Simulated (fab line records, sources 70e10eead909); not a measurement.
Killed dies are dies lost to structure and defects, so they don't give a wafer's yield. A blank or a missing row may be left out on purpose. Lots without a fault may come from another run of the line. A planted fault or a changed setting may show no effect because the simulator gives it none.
Which tool did it? | flow nand_harc | 6 lots, 18 wafers sampled, at 5 steps of a route of 1159

WHAT THE GAUGES READ, wafer by wafer
NHARC_END_SORT_01.
lot  | measured     | on        | killed_at_array
L484 | day 20 11:47 | prober-02 | 111 26 20

WHICH TOOL RAN EACH LOT (tool, then ch and the chambers of the sampled wafers, then the start)
lot  | NHARC_A_STAIRCASE_ETCH_313         | NHARC_A_M1_DEP_33               | NHARC_A_BONDPAD_CMP_29        | NHARC_THIN_TSV_CMP_01
L481 | rie_diel-05 ch 0,1,2, day 12 02:22 | pecvd-04 ch 0,1,2, day 18 00:57 | cmp-01 ch 0,2,3, day 18 01:54 | cmp-02 ch 0,2,3, day 18 19:58
L484 | rie_diel-05 ch 0,1, day 12 22:40   | pecvd-03 ch 0,1,2, day 19 00:50 | cmp-01 ch 1,2, day 19 01:47   | cmp-04 ch 0,2, day 19 16:47
L494 | rie_diel-10 ch 1,2,3, day 15 03:28 | pecvd-01 ch 0,1,2, day 21 02:50 | cmp-01 ch 1,2,3, day 21 03:49 | cmp-03 ch 0,1,3, day 21 20:10
L492 | rie_diel-10 ch 0,1, day 15 11:12   | pecvd-04 ch 0,1, day 21 10:23   | cmp-03 ch 0,1,2, day 21 11:20 | cmp-02 ch 0,1,2, day 22 09:11
L498 | rie_diel-10 ch 0,1,3, day 16 10:55 | pecvd-04 ch 0,1, day 22 19:14   | cmp-01 ch 0,1,2, day 22 20:22 | cmp-04 ch 0,1,3, day 23 12:26
L503 | rie_diel-05 ch 0,2,3, day 17 03:09 | pecvd-01 ch 0,2, day 23 07:35   | cmp-03 ch 1,2,3, day 23 08:35 | cmp-02 ch 1,3, day 23 22:08
- NHARC_A_STAIRCASE_ETCH_313: etches the open film in CF4/CHF3.
- NHARC_A_M1_DEP_33: deposits SiCN, target thk 30 nm.
- NHARC_A_BONDPAD_CMP_29: polishes SiCN, target thk 200 nm.
- NHARC_THIN_TSV_CMP_01: polishes.

THE ANSWER, worked out from the rows above alone
Rule: what is usual is taken from the lots themselves. Put in order of their means at a reading, lots are off if they are a third of the lots or fewer, leave a main group of 4 or more, and stand apart from it by a gap of 3 or more times the standard deviation of the main group's means; of several such gaps the widest counts. A main group whose means are all the same, to the digits that the tables above print for the reading, isn't used. A lot without any number at a reading at which 4 lots or more have one is off too. The other lots that the step has rows for count as sound.
No lot is off at any reading shown: from this, nothing can be told.

WHAT THE SIMULATOR HAD PUT IN
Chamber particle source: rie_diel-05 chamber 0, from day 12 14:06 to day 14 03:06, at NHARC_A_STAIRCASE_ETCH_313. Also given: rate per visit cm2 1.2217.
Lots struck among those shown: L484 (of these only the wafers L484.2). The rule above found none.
